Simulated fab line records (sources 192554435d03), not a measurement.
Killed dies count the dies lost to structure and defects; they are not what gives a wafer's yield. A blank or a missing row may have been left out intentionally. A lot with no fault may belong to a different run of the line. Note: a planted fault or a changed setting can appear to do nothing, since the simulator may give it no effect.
Struck lot and sound lot, side by side | flow n5Finfet | 38 out of 1938 route steps
Sound: wafers L223.2, L223.4, L223.5. Struck: wafers L218.1, L218.3 (left out: L218.2, a lot-mate that was not struck); the cause follows at the end.
Order at every step that has rows: each side's tool, ch and its chambers, its first start. Under that, the readings that differ: sound wafers | struck wafers | difference of the means | sigmas: that difference in standard deviations of wafers without a fault.
alike: readings whose means differ by less than 2 such deviations, and words and numbers that are the same on both sides. not compared: withheld readings, readings that some wafer has no value for, bounds like >300 that may hide the same value, and numbers for which the record gives no deviation and whose values overlap.
Wherever a step has rows on one side only, a row that says differs or no value, or a row with sigmas, the two part there. Non-overlapping numbers with no deviation appear without sigmas and do not part them. A reading missing from all wafers of one side parts the sides only when that side holds two or more wafers.

first, 9 steps without rows for these wafers: N5_BEOL_M4_ANNEAL_95 (time 240 s); N5_BEOL_M4_SPUTTER_96 (material Cu, target thk 4.5 nm, time 8.29 s); N5_BEOL_M4_ECD_50 (material Cu, target thk 300 nm); N5_BEOL_M4_ANNEAL_51 (time 90 s); N5_BEOL_M4_CMP_52 (polishes, stops on SiOC, t overpolish 6.8 s, target thk 40 nm); N5_BEOL_M4_PRE_CLEAN_60 (time 15 s); N5_BEOL_M4_CO_CAP_55 (material Co, precursor CCTBA/H2, target thk 2 nm, time 102.1 s); N5_BEOL_M4_PRE_CLEAN_56 (time 15 s); N5_BEOL_M4_DEP_57 (deposits SiCN from 3MS/NH3, target thk 8 nm, time 14 s).
N5_BEOL_M4_RC_MEAS_101:
  sound on prober-02 ch 0, day 13 16:17; struck on prober-01 ch 0, day 12 13:57
reading        | sound             | struck      | difference | sigmas
DIBL_N (mV/V)  | 38.1 37.4 37.2    | 34.6 33.7   | -3.4       | -2
IOFF_N (nA/um) | 0.208 0.174 0.172 | 0.141 0.128 | -0.050     | -2
ION_N (uA/um)  | 689 680 677       | 666 660     | -19        | -2
VT_N (mV)      | 244.8 249.1 249.9 | 252.7 254.5 | +5.7       | +2
  alike: DIBL_P, IOFF_P, ION_P, SS_N, SS_P, VT_P
then, 24 steps without rows for these wafers: N5_BEOL_M5_ILD_DEP_00 (deposits SiCOH lowk from DEMS/porogen, target thk 140.64 nm, time 25.9 s); N5_BEOL_M5_CURE_79 (cures SiCOH lowk, time 240 s); N5_BEOL_M5_PECVD_70 (deposits SiO2 from TEOS/O2, target thk 16 nm, time 18 s); N5_BEOL_M5_HM_DEP_02 (deposits TiN, target thk 20 nm); N5_BEOL_M5_COAT_59 (time 60 s, resist thk 60 nm); N5_BEOL_M5_COAT_60 (time 60 s, resist thk 12 nm); N5_BEOL_M5_COAT_71 (time 60 s, resist thk 5 nm); N5_BEOL_M5_COAT_05 (resist thk 30 nm); N5_BEOL_M5_EBR_07; N5_BEOL_M5_SOFTBAKE_06 (time 60 s); N5_BEOL_M5_EXPOSE_08 (exposes mask M5, target cd 28 nm); N5_BEOL_M5_PEB_09 (peb time 60 s); N5_BEOL_M5_DEVELOP_10 (develop time 30 s); N5_BEOL_M5_DESCUM_16 (chemistry O2, time 7 s); N5_BEOL_M5_ETCH_72 (etches underlayer in N2/H2, target depth 6.5 nm, time 5.2 s); N5_BEOL_M5_ETCH_61 (etches SiARC in CF4, target depth 15.6 nm, time 26 s); N5_BEOL_M5_ETCH_62 (etches SOC in N2/H2, target depth 75 nm, overetch 15 nm, time 112.5 s); N5_BEOL_M5_STRIP_63 (strips in N2/H2); N5_BEOL_M5_STRIP_73 (strips in N2/H2); N5_BEOL_M5_STRIP_64 (strips in CF4); N5_BEOL_M5_HM_OPEN_17 (chemistry Cl2/BCl3, target TiN, target depth 20 nm, overetch 6 nm); N5_BEOL_M5_STRIP_19 (strips in O2); N5_BEOL_M5_COAT_65 (time 60 s, resist thk 60 nm); N5_BEOL_M5_COAT_66 (time 60 s, resist thk 12 nm).
-- record jumps: 2 days separate the struck wafers' starts on either side; left off in module BEOL_M5, taken up again in module BEOL_M12, whose first shown step is the route's number 1608 --
N5_BEOL_M12_EXPOSE_07: exposes mask V11.
  sound on krfScanner-02 ch 0, day 16 09:49; struck on krfScanner-01 ch 0, day 14 23:19
  alike: mask, focusOffsetNm
N5_BEOL_M12_CD_MEAS_10: target cd 140 nm.
  sound on cdSem-02 ch 0, day 16 09:59; struck on cdSem-01 ch 0, day 14 23:30
reading   | sound             | struck      | difference | sigmas
cdNm (nm) | 141.6 141.9 139.9 | 115.3 114.9 | -26.0      | -16
N5_BEOL_M12_CD_MEAS_17: target cd 140 nm.
  sound on cdSem-02 at day 16 10:34; struck on cdSem-03 at day 15 00:05
reading   | sound             | struck      | difference | sigmas
cdNm (nm) | 143.1 141.7 140.4 | 116.4 115.8 | -25.6      | -15
N5_PASSIVATION_PROBE_49:
  rows exist in the record for the struck wafers here (prober-01, day 16 14:01), but not for the sound ones

## WHERE THEY PART
At N5_BEOL_M4_RC_MEAS_101 first; at N5_PASSIVATION_PROBE_49 last (within this record only).

WHY: what had been put in by the simulator
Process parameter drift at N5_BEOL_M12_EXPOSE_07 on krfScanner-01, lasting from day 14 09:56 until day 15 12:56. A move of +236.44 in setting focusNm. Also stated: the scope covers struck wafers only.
